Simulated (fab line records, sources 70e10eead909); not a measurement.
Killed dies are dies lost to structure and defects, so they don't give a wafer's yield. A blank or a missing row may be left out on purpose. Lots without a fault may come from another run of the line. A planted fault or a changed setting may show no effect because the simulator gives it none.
Which tool did it? | flow nand_harc | 14 lots, 42 wafers sampled, at 4 steps of a route of 1159

WHAT THE GAUGES READ, wafer by wafer
NHARC_A_BONDPAD_OVL_MEAS_35.
lot  | measured     | on         | overlay_x_nm (nm) | overlay_y_nm (nm)
L591 | day 18 02:49 | overlay-02 | 1 1 1             | 5 5 5
L592 | day 18 03:32 | overlay-02 | -2 -2 -2          | -11 -10 -11
L593 | day 18 05:20 | overlay-02 | -1 0 0            | -3 -3 -3
L589 | day 18 06:12 | overlay-01 | -1 -2 -2          | -13 -13 -12
L594 | day 19 03:07 | overlay-02 | 9 8 9             | 10 11 11
L590 | day 19 05:56 | overlay-02 | 6 6 6             | -2 -2 -2
L597 | day 20 09:30 | overlay-02 | 1 1 1             | -4 -3 -3
L602 | day 21 06:13 | overlay-01 | -11 -10 -10       | 7 7 8
L606 | day 21 17:46 | overlay-02 | 3 3 4             | -8 -8 -7
L605 | day 22 00:09 | overlay-02 | 2 2 2             | -5 -5 -5
L607 | day 22 09:15 | overlay-01 | 8 8 7             | -3 -3 -3
L609 | day 22 17:43 | overlay-01 | 7 7 7             | 4 4 4
L610 | day 23 11:09 | overlay-02 | 8 8 9             | 3 4 3
L612 | day 23 15:40 | overlay-02 | -1 0 -1           | 10 9 9

NHARC_END_SORT_01.
lot  | measured     | on        | killed_at_array | killed_at_other | killed_at_periphery | killed_dies | killed_open | killed_short
L597 | day 21 21:58 | prober-01 | 82 113 101      | 0 1 0           | 8 3 4               | 90 117 105  | 1 2 2       | 0 3 2
L602 | day 22 19:25 | prober-02 | 95 82 104       | 2 2 2           | 2 1 4               | 99 85 110   | 2 1 2       | 3 2 0
L605 | day 23 11:13 | prober-02 | 41 37 44        | 0 1 0           | 6 2 8               | 47 40 52    | 5 1 1       | 5 1 5
L609 | day 24 04:46 | prober-02 | 34 34 39        | 0 0 0           | 2 1 1               | 36 35 40    | 1 3 2       | 1 1 2

WHICH TOOL RAN EACH LOT (tool, then ch and the chambers of the sampled wafers, then the start)
lot  | NHARC_A_CONTACT_ETCH_132             | NHARC_THIN_TSV_DEGAS_49
L591 | har_cap_etch-02 ch 0,1, day 17 02:02 | pvd_sputter-03, day 19 03:19
L592 | har_cap_etch-03 ch 0,1, day 17 03:10 | pvd_sputter-02, day 19 03:52
L593 | har_cap_etch-02 ch 0,1, day 17 04:25 | pvd_sputter-02, day 19 03:01
L589 | har_cap_etch-03 ch 0,1, day 17 07:06 | pvd_sputter-01, day 19 03:38
L594 | har_cap_etch-02 ch 0,1, day 17 17:43 | pvd_sputter-03, day 19 22:02
L590 | har_cap_etch-01 ch 0,1, day 17 20:11 | pvd_sputter-01, day 20 06:10
L597 | har_cap_etch-02 ch 0,1, day 19 02:04 | pvd_sputter-03, day 21 05:47
L602 | har_cap_etch-02 ch 0,1, day 20 03:27 | pvd_sputter-03, day 21 23:35
L606 | har_cap_etch-01 ch 0,1, day 20 14:39 | pvd_sputter-02, day 22 15:30
L605 | har_cap_etch-03 ch 0,1, day 20 20:37 | pvd_sputter-02, day 22 19:03
L607 | har_cap_etch-03 ch 0,1, day 21 01:19 | pvd_sputter-03, day 23 10:08
L609 | har_cap_etch-01 ch 0,1, day 21 15:25 | pvd_sputter-03, day 23 11:10
L610 | har_cap_etch-03 ch 1, day 22 05:08   | pvd_sputter-03, day 24 08:52
L612 | har_cap_etch-01 ch 1, day 22 07:32   | pvd_sputter-01, day 24 11:39
- NHARC_A_CONTACT_ETCH_132: etches the open film in C4F8/O2/Ar, time 156 s, target depth 958 nm.
- NHARC_THIN_TSV_DEGAS_49: time 120 s.

WHAT THE TOOLS THEMSELVES READ (means of the sampled wafers that have a number; where no wafer has one, the mark that the record gives instead)
NHARC_THIN_TSV_DEGAS_49.
lot  | tool           | heater_power_w (W)
L591 | pvd_sputter-03 | 474
L592 | pvd_sputter-02 | 447
L593 | pvd_sputter-02 | 450
L589 | pvd_sputter-01 | 416
L594 | pvd_sputter-03 | 432
L590 | pvd_sputter-01 | 408
L597 | pvd_sputter-03 | 398
L602 | pvd_sputter-03 | 414
L606 | pvd_sputter-02 | 432
L605 | pvd_sputter-02 | 430
L607 | pvd_sputter-03 | 402
L609 | pvd_sputter-03 | 417
L610 | pvd_sputter-03 | 433
L612 | pvd_sputter-01 | 422

THE ANSWER, worked out from the rows above alone
Rule: what is usual is taken from the lots themselves. Put in order of their means at a reading, lots are off if they are a third of the lots or fewer, leave a main group of 4 or more, and stand apart from it by a gap of 3 or more times the standard deviation of the main group's means; of several such gaps the widest counts. A main group whose means are all the same, to the digits that the tables above print for the reading, isn't used. A lot without any number at a reading at which 4 lots or more have one is off too. The other lots that the step has rows for count as sound. The gauges are gone through in route order, then the tools' own readings, and for those a lot's mean is taken as printed above. The first step at which some lot is off is used, and at that step the reading that is off furthest; a lot without a number counts as furthest.
No lot is off at any reading shown: from this, nothing can be told.

WHAT THE SIMULATOR HAD PUT IN
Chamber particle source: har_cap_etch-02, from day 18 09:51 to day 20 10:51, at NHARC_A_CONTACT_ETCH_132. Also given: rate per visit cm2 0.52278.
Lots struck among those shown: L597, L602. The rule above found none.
